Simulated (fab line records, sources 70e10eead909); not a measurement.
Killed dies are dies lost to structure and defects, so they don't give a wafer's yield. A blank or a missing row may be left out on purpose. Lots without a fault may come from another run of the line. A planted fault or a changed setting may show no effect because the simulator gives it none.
Chamber matching | flow nand_harc | NHARC_P_GATE_ALD_36 on ald_sin-04: 4 sister chambers
The step deposits SiNx, target thk 20 nm, pulse time 60 s, ald cycles 223. 16 wafers are shown with their chamber, then 8 later ones without.

WAFERS WITH THEIR CHAMBER
wafer  | chamber | heater_power_w (W) | precursor_pulse_height_rel
L074.1 | 3       | 877                | 0.992
L074.5 | 3       | 871                | 0.987
L074.6 | 0       | 774                | 1.012
L077.2 | 0       | 804                | 1.028
L077.3 | 1       | 746                | 1.000
L077.5 | 2       | 890                | 0.989
L081.3 | 0       | 786                | 1.038
L081.2 | 2       | 891                | 0.965
L081.5 | 3       | 896                | 1.035
L084.1 | 3       | 867                | 0.966
L084.4 | 1       | 756                | 1.008
L084.5 | 3       | 893                | 0.964
L085.2 | 0       | 796                | 0.983
L085.3 | 1       | 727                | 0.995
L085.6 | 1       | 717                | 1.023
L089.2 | 0       | 779                | 0.978

SIGNATURES (means of the wafers above)
reading                    | chamber 0 | chamber 1 | chamber 2 | chamber 3 | scatter within a chamber
heater_power_w             | 787.80    | 736.50    | 890.50    | 880.80    | 13.6
precursor_pulse_height_rel | 1.00780   | 1.00650   | 0.97700   | 0.98880   | 0.0239
Rule: a wafer's distance from a chamber is the root of the sum, over the readings, of the square of ((its reading less the chamber's mean) divided by the reading's scatter). The wafer belongs to the nearest chamber; if the next one is less than 2 further off, it can't be placed. The scatter: the root of (the sum of the squares of (reading less its chamber's mean) over the shown wafers, divided by (wafers less chambers)).

WAFERS WITHOUT THEIR CHAMBER
wafer  | heater_power_w (W) | precursor_pulse_height_rel
L089.3 | 739                | 0.999
L089.6 | 922                | 0.996
L093.1 | 832                | 1.030
L093.6 | 749                | 0.996
L093.5 | 851                | 1.012
L096.3 | 835                | 0.971
L096.4 | 751                | 0.988
L096.6 | 843                | 0.980

WHICH CHAMBER EACH WENT THROUGH
wafer  | from the rows above          | in truth
L089.3 | 1                            | 1
L089.6 | can't be placed: 2 or 3      | 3
L093.1 | can't be placed: 0 or 3 or 2 | 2
L093.6 | can't be placed: 1 or 0      | 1
L093.5 | can't be placed: 3 or 2      | 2
L096.3 | can't be placed: 3 or 0 or 2 | 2
L096.4 | can't be placed: 1 or 0      | 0
L096.6 | can't be placed: 3 or 2 or 0 | 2
Placed correctly: 1 of 8. Can't be placed from these rows: 7 (the true chamber is among the candidates in 7). Placed wrongly: 0.
